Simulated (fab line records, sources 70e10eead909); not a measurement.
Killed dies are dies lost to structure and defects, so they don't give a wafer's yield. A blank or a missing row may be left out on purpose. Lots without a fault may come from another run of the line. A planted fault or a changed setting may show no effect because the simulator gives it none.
A struck lot beside a sound one | flow nand_harc | 15 steps out of a route of 1159
Sound: wafers L224.1, L224.2, L224.6. Struck: wafers L216.2, L216.3, L216.4. The cause comes at the end.
At each step with rows: each side's tool, then ch and its chambers, then its first start. Under that, the readings that differ: sound wafers | struck wafers | difference of the means | sigmas: that difference in standard deviations of wafers without a fault.
alike: readings whose means differ by less than 2 such deviations, and words and numbers that are the same on both sides. not compared: withheld readings, readings that some wafer has no value for, bounds like >300 that may hide the same value, and numbers for which the record gives no deviation and whose values overlap.
The two part at a step that has a row with sigmas, a row that says differs or no value, or rows on one side only. Numbers that don't overlap but have no deviation are shown without sigmas and don't part them. A reading that every wafer of one side lacks parts them only if that side has two wafers or more.

NHARC_P_M2_PRE_CLEAN_32: time 12 s.
  sound on pecvd-04 ch 0,1, day 11 15:23; struck on pecvd-02 ch 0,2, day 9 12:23
  reading            | sound       | struck      | difference | sigmas
  heater_power_w (W) | 757 685 751 | 680 504 493 | -172       | -2
  alike: rf_fwd_power_W
NHARC_P_M2_DEP_33: deposits SiCN, target thk 30 nm.
  sound on pecvd-04 ch 0,1, day 11 15:28; struck on pecvd-02 ch 0,2, day 9 12:30
  alike: heater_power_w, rf_fwd_power_W
NHARC_P_BONDPAD_DEP_00: deposits SiCN, target thk 250 nm.
  sound on pecvd-04 ch 0,1; struck on pecvd-02 ch 0,1
  alike: heater_power_w, rf_fwd_power_W
NHARC_P_BONDPAD_CMP_32: polishes SiCN, target thk 200 nm.
  sound on cmp-02 ch 0,2,3, day 11 16:18; struck on cmp-02 ch 1,2,3, day 9 13:17
  alike: motor_current_A
NHARC_P_BONDPAD_THK_MEAS_33: measures by ellipsometry.
  sound on film_metro-01, day 11 16:30; struck on film_metro-01, day 9 13:32
  alike: thk_nm
then, 7 steps without rows for these wafers: NHARC_P_BONDPAD_SRD_34; NHARC_P_BONDPAD_DEHYDRATE_01 (time 120 s); NHARC_P_BONDPAD_HMDS_02 (time 30 s); NHARC_P_BONDPAD_COAT_36 (time 65 s); NHARC_P_BONDPAD_COAT_03 (resist thk 600 nm); NHARC_P_BONDPAD_SOFTBAKE_04 (time 70 s); NHARC_P_BONDPAD_EBR_05.
NHARC_P_BONDPAD_EXPOSE_06: exposes mask P BPAD.
  sound on krf_scanner-03 ch 0, day 11 16:47; struck on krf_scanner-01 ch 0, day 9 13:57
  reading              | sound             | struck            | difference | sigmas
  exposure_dose_mJ_cm2 | 37.00 37.07 37.02 | 37.62 37.63 37.60 | +0.59      | +16
  alike: mask
then, 1 step without rows for these wafers: NHARC_P_BONDPAD_PEB_07 (peb time 80 s).
-- the record jumps here: 14 days lie between the struck wafers' starts before and after (it left off in module P_BONDPAD and takes up again in module END, whose first step shown is number 1159 of the route) --
NHARC_END_SORT_01:
  sound on prober-01 ch 0, day 24 18:35; struck on prober-02 ch 0, day 23 02:50
  alike: defect_limited_yield, killed_at_array, killed_at_other, killed_at_periphery, killed_dies, killed_open, killed_short, sort_bin_2_pct, sort_bin_3_pct, sort_bin_4_pct, sort_n_pass, sort_rim_yield_pct, sort_yield_pct

WHERE THEY PART
First at NHARC_P_M2_PRE_CLEAN_32; last, within this record, at NHARC_P_BONDPAD_EXPOSE_06. Later steps at which nothing parts them and some readings are alike: NHARC_END_SORT_01.

WHY: what the simulator had put in
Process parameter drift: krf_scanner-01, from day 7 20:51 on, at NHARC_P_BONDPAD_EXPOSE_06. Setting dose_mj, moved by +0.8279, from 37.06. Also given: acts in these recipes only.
